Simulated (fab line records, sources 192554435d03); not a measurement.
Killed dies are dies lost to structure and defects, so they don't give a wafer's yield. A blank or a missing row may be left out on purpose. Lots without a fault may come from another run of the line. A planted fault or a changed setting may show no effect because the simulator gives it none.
A struck lot beside a sound one | flow n5_finfet | 37 steps out of a route of 1938
Sound: wafers L231.1, L231.2, L231.5. Struck: wafer L239.5. (L239.6 of the same lot was not struck and is left out.) The cause comes at the end.
At each step with rows: each side's tool, then ch and its chambers, then its first start. Under that, the readings that differ: sound wafers | struck wafers | difference of the means | sigmas: that difference in standard deviations of wafers without a fault.
alike: readings whose means differ by less than 2 such deviations, and words and numbers that are the same on both sides. not compared: withheld readings, readings that some wafer has no value for, bounds like >300 that may hide the same value, and numbers for which the record gives no deviation and whose values overlap.
The two part at a step that has a row with sigmas, a row that says differs or no value, or rows on one side only. Numbers that don't overlap but have no deviation are shown without sigmas and don't part them. A reading that every wafer of one side lacks parts them only if that side has two wafers or more.

first, 8 steps without rows for these wafers: N5_BEOL_M3_ECD_50 (material Cu, target thk 300 nm); N5_BEOL_M3_ANNEAL_51 (time 90 s); N5_BEOL_M3_CMP_52 (polishes, stops on SiOC, t overpolish 6.8 s, target thk 40 nm); N5_BEOL_M3_PRE_CLEAN_60 (time 15 s); N5_BEOL_M3_CO_CAP_55 (material Co, precursor CCTBA/H2, target thk 2 nm, time 102.1 s); N5_BEOL_M3_PRE_CLEAN_56 (time 15 s); N5_BEOL_M3_DEP_57 (deposits SiCN from 3MS/NH3, target thk 8 nm, time 14 s); N5_BEOL_M4_ILD_DEP_00 (deposits SiOC from DEMS/O2, target thk 79 nm, time 15.3 s).
N5_BEOL_M4_PECVD_72: deposits SiO2 from TEOS/O2, target thk 16 nm, time 18 s.
  sound on pecvd-03 ch 0,1,2, day 10 09:07; struck on pecvd-03 ch 0, day 12 04:25
  reading                                    | sound          | struck | difference | sigmas
  model.SiO2_of_BEOL_M4_PECVD_72.thk_nm (nm) | 15.4 15.6 15.6 | 20.4   | +4.9       |
  alike: heater_power_w, showerhead_plenum_p_Torr, throttle_valve_pct
then, 25 steps without rows for these wafers: N5_BEOL_M4_HM_DEP_02 (deposits TiN, target thk 20 nm); N5_BEOL_M4_COAT_61 (time 60 s, resist thk 60 nm); N5_BEOL_M4_COAT_62 (time 60 s, resist thk 12 nm); N5_BEOL_M4_COAT_73 (time 60 s, resist thk 5 nm); N5_BEOL_M4_COAT_05 (resist thk 30 nm); N5_BEOL_M4_EBR_07; N5_BEOL_M4_SOFTBAKE_06 (time 60 s); N5_BEOL_M4_EXPOSE_08 (exposes mask M4); N5_BEOL_M4_PEB_09 (peb time 60 s); N5_BEOL_M4_DEVELOP_10 (develop time 30 s); N5_BEOL_M4_DESCUM_16 (chemistry O2, time 7 s); N5_BEOL_M4_ETCH_74 (etches underlayer in N2/H2, target depth 6.5 nm, time 5.2 s); N5_BEOL_M4_ETCH_63 (etches SiARC in CF4, target depth 15.6 nm, time 26 s); N5_BEOL_M4_ETCH_64 (etches SOC in N2/H2, target depth 75 nm, overetch 22.5 nm, time 121.9 s); N5_BEOL_M4_STRIP_65 (strips in N2/H2); N5_BEOL_M4_STRIP_75 (strips in N2/H2); N5_BEOL_M4_STRIP_66 (strips in CF4); N5_BEOL_M4_HM_OPEN_17 (chemistry Cl2/BCl3, target TiN, target depth 20 nm, overetch 6 nm); N5_BEOL_M4_STRIP_19 (strips in O2); N5_BEOL_M4_COAT_67 (time 60 s, resist thk 60 nm); N5_BEOL_M4_COAT_68 (time 60 s, resist thk 12 nm); N5_BEOL_M4_COAT_76 (time 60 s, resist thk 5 nm); N5_BEOL_M4_COAT_22 (resist thk 30 nm); N5_BEOL_M4_EBR_24; N5_BEOL_M4_SOFTBAKE_23 (time 60 s).
N5_BEOL_M4_HM_STRIP_39: strips TiN in peroxide tin strip, target depth 25 nm, time 158 s.
  sound on wet_bench-01 ch 0,4,7, day 10 12:28; struck on wet_bench-04 ch 5, day 12 08:44
  reading                                    | sound          | struck | difference | sigmas
  model.SiO2_of_BEOL_M4_PECVD_72.thk_nm (nm) | 15.4 15.4 15.6 | 20.2   | +4.7       |
N5_BEOL_M4_CMP_52: polishes, stops on SiOC, t overpolish 6.8 s, target thk 40 nm.
  sound on cmp-01 ch 0,1, day 10 15:50; struck on cmp-02 ch 1, day 12 12:19
  reading                      | sound          | struck | difference | sigmas
  barrier_field_endpoint_s (s) | 23.8 23.7 23.8 | 29.4   | +5.6       | +9
  alike: clearing_platen_rpm, edge_zone_pressure_frac, head_pressure_psi, motor_current_A
N5_BEOL_M4_RC_MEAS_101:
  sound on prober-02 ch 0, day 10 16:24; struck on prober-01 ch 0, day 12 13:25
  reading        | sound             | struck | difference | sigmas
  DIBL_N (mV/V)  | 39.6 38.9 38.9    | 35.7   | -3.4       | -3
  DIBL_P (mV/V)  | 39.9 38.7 38.0    | 33.8   | -5.1       | -3
  IOFF_N (nA/um) | 0.216 0.189 0.180 | 0.141  | -0.054     | -2
  IOFF_P (nA/um) | 0.30 0.25 0.25    | 0.20   | -0.07      | -2
  alike: ION_N, ION_P, SS_N, SS_P, VT_N, VT_P

WHERE THEY PART
First at N5_BEOL_M4_CMP_52; last, within this record, at N5_BEOL_M4_RC_MEAS_101.

WHY: what the simulator had put in
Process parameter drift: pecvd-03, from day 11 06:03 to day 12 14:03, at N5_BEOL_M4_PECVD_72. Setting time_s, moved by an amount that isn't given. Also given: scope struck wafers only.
